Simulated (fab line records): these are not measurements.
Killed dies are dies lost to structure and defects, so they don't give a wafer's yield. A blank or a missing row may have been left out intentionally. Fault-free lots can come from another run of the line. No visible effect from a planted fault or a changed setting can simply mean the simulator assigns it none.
Chamber matching | flow nandHarc | NHARC_A_STAIRCASE_DESCUM_270 on rieDiel-05 has 4 sister chambers
The step chemistry O2, time 3 s. 8 wafers are shown with their chamber, then 8 later ones without.

== EACH WAFER AND ITS CHAMBER ==
wafer  | chamber | drypumpMotorCurrentA (A) | showerheadPlenumPTorr (Torr)
L081.3 | 2       | 6.3                      | 1.88
L081.6 | 0       | 6.1                      | 1.91
L083.3 | 1       | 4.8                      | 1.96
L083.5 | 2       | 6.3                      | 1.87
L084.4 | 3       | 4.9                      | 1.82
L084.5 | 0       | 6.1                      | 1.90
L084.6 | 1       | 4.7                      | 1.95
L085.1 | 3       | 4.9                      | 1.82

== WAFERS WITHOUT THEIR CHAMBER ==
wafer  | drypumpMotorCurrentA (A) | showerheadPlenumPTorr (Torr)
L085.3 | 6.1                      | 1.90
L085.5 | 6.1                      | 1.90
L089.1 | 6.2                      | 1.87
L089.3 | 6.1                      | 1.90
L089.6 | 4.8                      | 1.95
L094.2 | 6.3                      | 1.86
L094.3 | 4.9                      | 1.81
L094.6 | 6.2                      | 1.86

== EACH ONE'S CHAMBER ==
wafer  | from the rows above | in truth
L085.3 | 0                   | 0
L085.5 | 0                   | 0
L089.1 | 2                   | 2
L089.3 | 0                   | 0
L089.6 | 1                   | 1
L094.2 | 2                   | 2
L094.3 | 3                   | 3
L094.6 | 2                   | 2
Correct placement for 8 of the 8. Left unplaced by these rows: 0. Placed wrongly: 0.
How it was worked out, from the rows above alone: a wafer's distance from a chamber is the root of the sum, over the readings, of the square of ((its reading less the chamber's mean) divided by the reading's scatter). The wafer belongs to the nearest chamber; if the next one is less than 2 further off, it can't be placed. A chamber's mean is the mean of its shown wafers. The scatter: the root of (the sum of the squares of (reading less its chamber's mean) over the shown wafers, divided by (wafers less chambers)).
